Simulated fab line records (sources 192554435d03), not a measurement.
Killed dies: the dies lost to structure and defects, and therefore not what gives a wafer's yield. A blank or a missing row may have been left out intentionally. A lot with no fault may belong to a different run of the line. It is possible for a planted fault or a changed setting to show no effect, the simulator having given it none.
Chamber matching	flow n5Finfet	N5_BEOL_M0_SAQP_STRIP_108 on rieDiel-04 has 4 sister chambers
The step strips in N2/H2. 8 wafers are shown with their chamber, then 8 later ones without.

EACH WAFER AND ITS CHAMBER
wafer	chamber	drypumpMotorCurrentA (A)	throttleValvePct (%)
L079.1	0	5.1	18.52
L079.5	0	5.1	18.51
L082.2	2	5.6	18.17
L082.3	1	5.8	18.84
L082.5	2	5.6	18.16
L084.3	1	5.9	18.87
L084.6	3	5.7	18.82
L088.1	3	5.7	18.45

WAFERS WITHOUT THEIR CHAMBER
wafer	drypumpMotorCurrentA (A)	throttleValvePct (%)
L088.4	5.1	18.56
L088.5	5.7	18.46
L095.1	5.1	18.58
L095.3	5.7	18.46
L095.6	5.1	18.57
L096.2	5.9	18.88
L096.5	5.1	18.56
L096.6	5.7	18.47

EACH ONE'S CHAMBER
wafer	from the rows above	in truth
L088.4	0	0
L088.5	3	3
L095.1	0	0
L095.3	3	3
L095.6	0	0
L096.2	1	1
L096.5	0	0
L096.6	3	3
8 of 8 placed correctly. From these rows, 0 cannot be placed. Number placed wrongly: 0.
How it was worked out, from the rows above alone: a wafer's distance from a chamber is the root of the sum, over the readings, of the square of ((its reading less the chamber's mean) divided by the reading's scatter). If the next closest chamber is less than 2 further off than the closest, the wafer can't be placed; otherwise it belongs to the closest. The mean given for a chamber averages the wafers shown for that chamber. The scatter is the square root of a quotient: the sum, over the shown wafers, of each reading's squared deviation from its chamber's mean, divided by wafers minus chambers.
